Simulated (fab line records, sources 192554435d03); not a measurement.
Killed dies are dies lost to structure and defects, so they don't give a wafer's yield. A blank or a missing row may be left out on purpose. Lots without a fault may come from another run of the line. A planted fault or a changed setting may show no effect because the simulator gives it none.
Split-lot experiment | flow n5_finfet | 7 lots, 21 wafers read, on a route of 1938 steps

THE SPLIT
At N5_BEOL_M12_SPUTTER_43 (material TaN, target thk 15 nm, time 24.19 s), the setting time_s was moved away from the recipe's 24.19 s on 9 of the 21 wafers read, by -14.9% to -4.2%. The other wafers ran this setting at the recipe's value.

The reading is taken at the split's own step.

THE READING
TaN_of_BEOL_M12_SPUTTER_43.thk_nm (the simulator's own value, which no gauge read), in nm, at N5_BEOL_M12_SPUTTER_43 (material TaN, target thk 15 nm, time 24.19 s). The file gives no usual value for it. The 12 wafers here that ran the recipe average 14.9 nm, standard deviation 0.22 nm.

wafer  | tool, chamber at the split | time_s as run, s | against the recipe | TaN_of_BEOL_M12_SPUTTER_43.thk_nm, nm | against lot-mates on the recipe
L081.1 | pvd_sputter-02, -          | 23               | -4.9%              | 14.2                                  | -0.8
L081.4 | pvd_sputter-02, -          | 23               | -4.9%              | 14.2                                  | -0.8
L081.5 | pvd_sputter-02, -          | 24.19            | recipe             | 15                                    | -
L083.1 | pvd_sputter-02, -          | 24.19            | recipe             | 15                                    | -
L083.4 | pvd_sputter-02, -          | 24.19            | recipe             | 15                                    | -
L083.5 | pvd_sputter-02, -          | 24.19            | recipe             | 15.2                                  | -
L084.1 | pvd_sputter-02, -          | 24.19            | recipe             | 14.8                                  | -
L084.3 | pvd_sputter-02, -          | 20.59            | -14.9%             | 12.6                                  | -2.1
L084.6 | pvd_sputter-02, -          | 24.19            | recipe             | 14.6                                  | -
L085.4 | pvd_sputter-02, -          | 22.04            | -8.9%              | 13.6                                  | -1.4
L085.5 | pvd_sputter-02, -          | 22.04            | -8.9%              | 13.6                                  | -1.4
L085.6 | pvd_sputter-02, -          | 24.19            | recipe             | 15                                    | -
L086.2 | pvd_sputter-03, -          | 24.19            | recipe             | 14.6                                  | -
L086.4 | pvd_sputter-03, -          | 24.19            | recipe             | 14.6                                  | -
L086.6 | pvd_sputter-03, -          | 24.19            | recipe             | 15.2                                  | -
L088.3 | pvd_sputter-03, -          | 23.18            | -4.2%              | 14                                    | -1.2
L088.4 | pvd_sputter-03, -          | 24.19            | recipe             | 15.2                                  | -
L088.5 | pvd_sputter-03, -          | 23.18            | -4.2%              | 14.2                                  | -1.0
L095.3 | pvd_sputter-02, -          | 21.54            | -11.0%             | 13.4                                  | -1.6
L095.4 | pvd_sputter-02, -          | 21.54            | -11.0%             | 13.6                                  | -1.4
L095.6 | pvd_sputter-02, -          | 24.19            | recipe             | 15                                    | -

THE FIT
A straight line over all 21 wafers: TaN_of_BEOL_M12_SPUTTER_43.thk_nm changes by +0.146 nm for each +1% of time_s; r = +0.96; the points scatter about the line by 0.21 nm.
The same after taking each lot's own level away (the mean of its wafers on the recipe; 21 wafers): +0.145 nm for each +1%; r = +0.96; scatter 0.21 nm.
On that fit, the largest move of time_s shifts the reading by 2.2 nm.
The lots' own levels span 14.70 to 15.20 nm, that is 2.3 times the standard deviation above.
So the lot-to-lot level changes the slope little: the two slopes agree.
Check: with one of the wafers moved furthest among these (-14.9%) left out of the fit, the line predicts -2.28 nm for it against its lot-mates. It came out at -2.1 nm against them.

OTHER SPLITS ON THESE WAFERS
These wafers also went through other splits before the reading. Each is held against what the fit with the lots' levels taken away leaves over:
other split on the same wafers | wafers away from the commonest value | r with TaN_of_BEOL_M12_SPUTTER_43.thk_nm (lot level and that fit taken away)
N5_BEOL_M10_DEP_56 time_s      | 7                                    | -0.19

THE FILE'S OWN FIT
TaN_of_BEOL_M12_SPUTTER_43.thk_nm changes by +0.149 nm for each +1% of time_s, r = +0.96.
